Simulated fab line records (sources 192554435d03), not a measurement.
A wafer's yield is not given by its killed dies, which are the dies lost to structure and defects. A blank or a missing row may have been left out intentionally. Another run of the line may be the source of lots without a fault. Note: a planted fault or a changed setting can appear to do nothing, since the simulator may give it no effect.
Split-lot study / flow n5Finfet / 21 wafers read across 7 lots, on a route 1938 steps long

## SPLIT DETAILS
At N5_BEOL_M5_COAT_66 (time 60 s, resist thk 12 nm), the setting spinRpm was moved away from the recipe's 1500 rpm on 4 of the 21 wafers read, by -10.4% to +3.5%. The other wafers ran this setting at the recipe's value.

## FROM THE SPLIT TO THE READING: what the file shows between them, 8 steps
- N5_BEOL_M5_COAT_22: resist thk 30 nm (also split here: spinRpm)
- N5_BEOL_M5_EBR_24
- N5_BEOL_M5_SOFTBAKE_23: time 60 s
- N5_BEOL_M5_EXPOSE_25: exposes mask V4, defocus 10 nm
- N5_BEOL_M5_PEB_26: peb time 60 s
- N5_BEOL_M5_DEVELOP_27: develop time 30 s
- N5_BEOL_M5_DESCUM_33: chemistry O2, time 7 s
- N5_BEOL_M5_ETCH_75: etches underlayer in N2/H2, target depth 6.5 nm, time 5.2 s

## THE READING
etch.depthNm (the simulator's own value, which no gauge read), in nm, at N5_BEOL_M5_ETCH_67 (etches SiARC in CF4, target depth 15.6 nm, time 26 s). No usual value for it is given in the file. Average 11.98 nm, standard deviation 0.039 nm, over the 17 wafers here run with the recipe.

wafer=L074.1; tool, chamber at the split=lithoTrack-04, 0; spinRpm as run, rpm=1500; against the recipe=recipe; etch.depthNm, nm=11.98; against lot-mates on the recipe=-
wafer=L074.5; tool, chamber at the split=lithoTrack-04, 0; spinRpm as run, rpm=1500; against the recipe=recipe; etch.depthNm, nm=11.99; against lot-mates on the recipe=-
wafer=L074.6; tool, chamber at the split=lithoTrack-04, 0; spinRpm as run, rpm=1500; against the recipe=recipe; etch.depthNm, nm=11.99; against lot-mates on the recipe=-
wafer=L075.1; tool, chamber at the split=lithoTrack-04, 0; spinRpm as run, rpm=1500; against the recipe=recipe; etch.depthNm, nm=11.93; against lot-mates on the recipe=-
wafer=L075.4; tool, chamber at the split=lithoTrack-04, 0; spinRpm as run, rpm=1500; against the recipe=recipe; etch.depthNm, nm=11.89; against lot-mates on the recipe=-
wafer=L075.5; tool, chamber at the split=lithoTrack-04, 0; spinRpm as run, rpm=1500; against the recipe=recipe; etch.depthNm, nm=11.92; against lot-mates on the recipe=-
wafer=L080.3; tool, chamber at the split=lithoTrack-04, 0; spinRpm as run, rpm=1500; against the recipe=recipe; etch.depthNm, nm=11.99; against lot-mates on the recipe=-
wafer=L080.4; tool, chamber at the split=lithoTrack-04, 0; spinRpm as run, rpm=1553; against the recipe=+3.5%; etch.depthNm, nm=11.79; against lot-mates on the recipe=-0.20
wafer=L080.6; tool, chamber at the split=lithoTrack-04, 0; spinRpm as run, rpm=1553; against the recipe=+3.5%; etch.depthNm, nm=11.82; against lot-mates on the recipe=-0.17
wafer=L085.2; tool, chamber at the split=lithoTrack-01, 0; spinRpm as run, rpm=1500; against the recipe=recipe; etch.depthNm, nm=12.02; against lot-mates on the recipe=-
wafer=L085.3; tool, chamber at the split=lithoTrack-01, 0; spinRpm as run, rpm=1500; against the recipe=recipe; etch.depthNm, nm=12.03; against lot-mates on the recipe=-
wafer=L085.6; tool, chamber at the split=lithoTrack-01, 0; spinRpm as run, rpm=1500; against the recipe=recipe; etch.depthNm, nm=12.03; against lot-mates on the recipe=-
wafer=L086.1; tool, chamber at the split=lithoTrack-04, 0; spinRpm as run, rpm=1548; against the recipe=+3.2%; etch.depthNm, nm=11.78; against lot-mates on the recipe=-0.23
wafer=L086.2; tool, chamber at the split=lithoTrack-04, 0; spinRpm as run, rpm=1500; against the recipe=recipe; etch.depthNm, nm=12.02; against lot-mates on the recipe=-
wafer=L086.4; tool, chamber at the split=lithoTrack-04, 0; spinRpm as run, rpm=1500; against the recipe=recipe; etch.depthNm, nm=12; against lot-mates on the recipe=-
wafer=L088.2; tool, chamber at the split=lithoTrack-01, 0; spinRpm as run, rpm=1500; against the recipe=recipe; etch.depthNm, nm=11.95; against lot-mates on the recipe=-
wafer=L088.4; tool, chamber at the split=lithoTrack-01, 0; spinRpm as run, rpm=1500; against the recipe=recipe; etch.depthNm, nm=12; against lot-mates on the recipe=-
wafer=L088.5; tool, chamber at the split=lithoTrack-01, 0; spinRpm as run, rpm=1500; against the recipe=recipe; etch.depthNm, nm=11.97; against lot-mates on the recipe=-
wafer=L092.3; tool, chamber at the split=lithoTrack-04, 0; spinRpm as run, rpm=1344; against the recipe=-10.4%; etch.depthNm, nm=12.67; against lot-mates on the recipe=+0.67
wafer=L092.4; tool, chamber at the split=lithoTrack-04, 0; spinRpm as run, rpm=1500; against the recipe=recipe; etch.depthNm, nm=12.01; against lot-mates on the recipe=-
wafer=L092.6; tool, chamber at the split=lithoTrack-04, 0; spinRpm as run, rpm=1500; against the recipe=recipe; etch.depthNm, nm=11.99; against lot-mates on the recipe=-

FIT RESULTS
A straight line over all 21 wafers: etch.depthNm changes by -0.0631 nm for each +1% of spinRpm; r = -0.97; the points scatter about the line by 0.04 nm.
The same after taking each lot's own level away (the mean of its wafers on the recipe; 21 wafers): -0.0629 nm for each +1%; r = -0.99; scatter 0.019 nm.
That fit puts the effect of the largest move of spinRpm on the reading at 0.65 nm.
The lots' own levels span 11.913 to 12.027 nm, that is 2.9 times the standard deviation above.
The two slopes are in agreement: the lot-to-lot level therefore moves the slope only a little.
Check: with one of the wafers moved furthest among these (-10.4%) left out of the fit, the line predicts +0.603 nm for it against its lot-mates. Against them it came out at +0.67 nm.

## OTHER SPLITS ON THESE WAFERS
Before the reading, these wafers also passed through other splits. Each is held against what the fit with the lots' levels taken away leaves over:
other split on the same wafers=N5_BEOL_M3_COAT_73 spinRpm; wafers away from the commonest value=4; r with etch.depthNm (lot level and that fit taken away)=+0.28
other split on the same wafers=N5_BEOL_M4_EXPOSE_25 doseMj; wafers away from the commonest value=5; r with etch.depthNm (lot level and that fit taken away)=-0.20
other split on the same wafers=N5_BEOL_M5_COAT_22 spinRpm; wafers away from the commonest value=4; r with etch.depthNm (lot level and that fit taken away)=+0.14

## THE FILE'S OWN FIT
etch.depthNm changes by -0.0641 nm for each +1% of spinRpm, r = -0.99.
